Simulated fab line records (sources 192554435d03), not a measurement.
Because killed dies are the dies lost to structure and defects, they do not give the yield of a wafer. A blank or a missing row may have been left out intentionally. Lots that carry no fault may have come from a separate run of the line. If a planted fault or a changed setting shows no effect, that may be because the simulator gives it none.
A single fault, viewed from 3 desks -- flow n5_finfet -- each desk has only its own numbers; what lay behind them comes last

== THE DEFECT DESK ==
What the inspections along the route counted, lot by lot: means of the sampled wafers that have a number. Any lot whose mean is over 4 standard deviations away from the usual mean is out of limits and marked OUT; that distance is given in the brackets.
Columns: A = raw_defect_count at N5_PMOS_HMC_CHANNEL_EPI_INSPECT_11, usual 1.8
lot,first seen here,A
L826,day 2 12:39,2.3
L827,day 2 17:25,1.0
L835,day 4 17:38,2.0
L837,day 5 05:43,2.7
L841,day 6 05:04,1.3
L845,day 7 05:34,1.3
This desk's verdict: no lot among the 6 shows anything out of limits.

== THE TOOL OWNER'S DESK: epi_rpcvd-03 ==
The tool's own readings at N5_PMOS_HMC_CHANNEL_EPI_EPI_20 (deposits SiGe30, target thk 59 nm): means of the sampled wafers that have a number, for each lot that ran on this tool. Any lot whose mean is over 4 standard deviations away from the usual mean is out of limits and marked OUT; that distance is given in the brackets.
Columns: A = lamp_inner_pct at N5_PMOS_HMC_CHANNEL_EPI_EPI_20, usual 10.81 %; B = susceptor_temp_C_max at N5_PMOS_HMC_CHANNEL_EPI_EPI_20, usual 601.7
lot,first seen here,A,B
L827,day 2 18:05,10.92,601.9
L835,day 4 18:55,10.91,602.0
L837,day 5 06:23,10.98,601.9
This desk's verdict: no lot among the 3 shows anything out of limits.

== AT THE METROLOGY DESK ==
What the gauges read for every lot (on any tool): the sampled wafers with a number, averaged. Any lot whose mean is over 4 standard deviations away from the usual mean is out of limits and marked OUT; that distance is given in the brackets.
Columns: A = PMOS_HMC_BLK_OVL at N5_PMOS_HMC_CHANNEL_EPI_OVL_MEAS_10, usual -0.4 nm
lot,first seen here,A
L826,day 2 12:38,0.1
L827,day 2 17:23,-1.0
L835,day 4 17:36,-1.4
L837,day 5 05:42,0.0
L841,day 6 05:02,-1.1
L845,day 7 05:32,-0.2
This desk's verdict: no lot among the 6 shows anything out of limits.

== TAKEN TOGETHER ==
Nothing the defect desk looked at was out of limits.
The tool owner's desk saw nothing out of limits.
Nothing out of limits was seen by the metrology desk.

== WHAT THE SIMULATOR HAD INSERTED ==
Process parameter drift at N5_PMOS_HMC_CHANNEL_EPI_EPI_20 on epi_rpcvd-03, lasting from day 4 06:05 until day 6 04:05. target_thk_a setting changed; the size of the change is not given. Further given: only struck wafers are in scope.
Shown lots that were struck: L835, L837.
